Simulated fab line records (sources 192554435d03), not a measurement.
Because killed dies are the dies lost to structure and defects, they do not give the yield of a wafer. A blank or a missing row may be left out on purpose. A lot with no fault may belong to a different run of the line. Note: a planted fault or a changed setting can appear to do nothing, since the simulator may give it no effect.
A lot that was struck, set against a sound lot	flow n5 finfet	16 steps out of a route of 1938
Sound: wafers L306.1, L306.3, L306.6. Struck: wafers L316.1, L316.5 (left out: L316.3, a lot-mate that was not struck); the cause follows at the end.
Per side, at each step with rows, come the tool, then ch with its chambers, and then its first start. Under that, the readings that differ: sound wafers	struck wafers	difference of the means	sigmas: that difference in standard deviations of wafers without a fault.
alike: same words and numbers on both sides, and readings whose means sit less than 2 such deviations apart. not compared: any withheld reading, any reading some wafer has no value for, any bound like >300 that may hide the same value, and any number with overlapping values for which the record gives no deviation.
A row with sigmas, a row that says differs or no value, or rows on one side alone: a step with any of these is where the two part. Numbers that don't overlap but have no deviation are shown without sigmas and don't part them. Lack of a reading on every wafer of one side parts them only where that side has two or more wafers.

N5_DUMMY_GATE_ETCH_23: etches poly-Si in HBr/Cl2/O2, target depth 41 nm, time 22.3 s.
  sound on rie si-04 ch 0,1,2, day 3 08:56; struck on rie si-04 ch 0, day 5 21:20
  alike: drypump motor current A, oes_o_777_au, oes product au, throttle valve pct
  not compared: rf hours counter h
N5_DUMMY_GATE_ETCH_44: etches poly-Si in HBr/O2, stops on SiO2, target depth 127.5 nm.
  sound on rie si-04 ch 0,1,2, day 3 08:59; struck on rie si-04 ch 0, day 5 21:23
  alike: drypump motor current A, oes product au, throttle valve pct
  not compared: rf hours counter h
N5_DUMMY_GATE_CD_MEAS_24 targets a cd of 15 nm.
  sound on cd sem-03, day 3 09:06; struck on cd sem-01, day 5 21:30
  alike: cd nm
N5_DUMMY_GATE_ETCH_42: etches SiO2 in CHF3/O2, target depth 3.5 nm, time 31 s.
  sound on rie diel-01 ch 1,2,3, day 3 09:23; struck on rie diel-01 ch 0,1, day 5 21:43
  alike: drypump motor current A, oes_o_777_au, oes product au, rf vpp V, showerhead plenum p Torr, throttle valve pct
  not compared: rf hours counter h
N5_DUMMY_GATE_STRIP_48: strips in N2/H2, time 20 s.
  sound on rie diel-01 ch 1,2,3, day 3 09:26; struck on rie diel-01 ch 0,1, day 5 21:46
  alike: drypump motor current A, n2 flow sccm, oes product au, rf vpp V, showerhead plenum p Torr, throttle valve pct
  not compared: rf hours counter h
then, 5 steps without rows for these wafers: N5_DUMMY_GATE_PRECLEAN_33 (cleans in dHF, time 10 s); N5_DUMMY_GATE_PRECLEAN_25 (cleans in O3/DIW, time 45 s); N5_DUMMY_GATE_PRECLEAN_51 (cleans in SC2, time 45 s); N5_DUMMY_GATE_SRD_26 (time 30 s); N5_DUMMY_GATE_UV_OZONE_45 (time 120 s).
N5_DUMMY_GATE_INSPECT_27: inspects for defects (brightfield).
  sound on defect inspect-01, day 3 09:37; struck on defect inspect-02, day 5 21:58
  alike: raw defect count
then, 1 step without rows for these wafers: N5_SPACER0_ALD_07 (deposits SiNx, target thk 2 nm).
N5_SPACER0_ALD_00: deposits SiOCN, target thk 3.5 nm, pulse time 3 s, purge time 2 s.
  sound on ald sin-04 ch 0,1,3, day 3 09:49; struck on ald sin-02 ch 0,3, day 5 22:53
reading	sound	struck	difference	sigmas
ald cycles	58 58 58	62 62	+4	
  alike: heater power w, precursor pulse height rel
N5_SPACER0_ALD_08: deposits SiNx, target thk 2 nm.
  sound on ald sin-04 ch 0,1,3, day 3 10:04; struck on ald sin-02 ch 0,3, day 5 23:08
  alike: heater power w
-- the record jumps here: 7 days lie between the struck wafers' starts before and after (it left off in module SPACER0 and takes up again in module BEOL_M4, whose first step shown is number 1111 of the route) --
N5_BEOL_M4_RC_MEAS_101:
  sound on prober-02 ch 0, day 8 05:22; struck on prober-01 ch 0, day 13 07:28
  alike: DIBL_N, DIBL_P, IOFF_N, IOFF_P, ION_N, ION_P, SS_N, SS_P, VT_N, VT_P
N5_PASSIVATION_PROBE_49:
  rows exist in the record for the sound wafers here (prober-01, day 11 18:36), none for the struck ones

WHERE THEY PART
Only at N5_PASSIVATION_PROBE_49, within this record.

WHY: whatever the simulator had introduced
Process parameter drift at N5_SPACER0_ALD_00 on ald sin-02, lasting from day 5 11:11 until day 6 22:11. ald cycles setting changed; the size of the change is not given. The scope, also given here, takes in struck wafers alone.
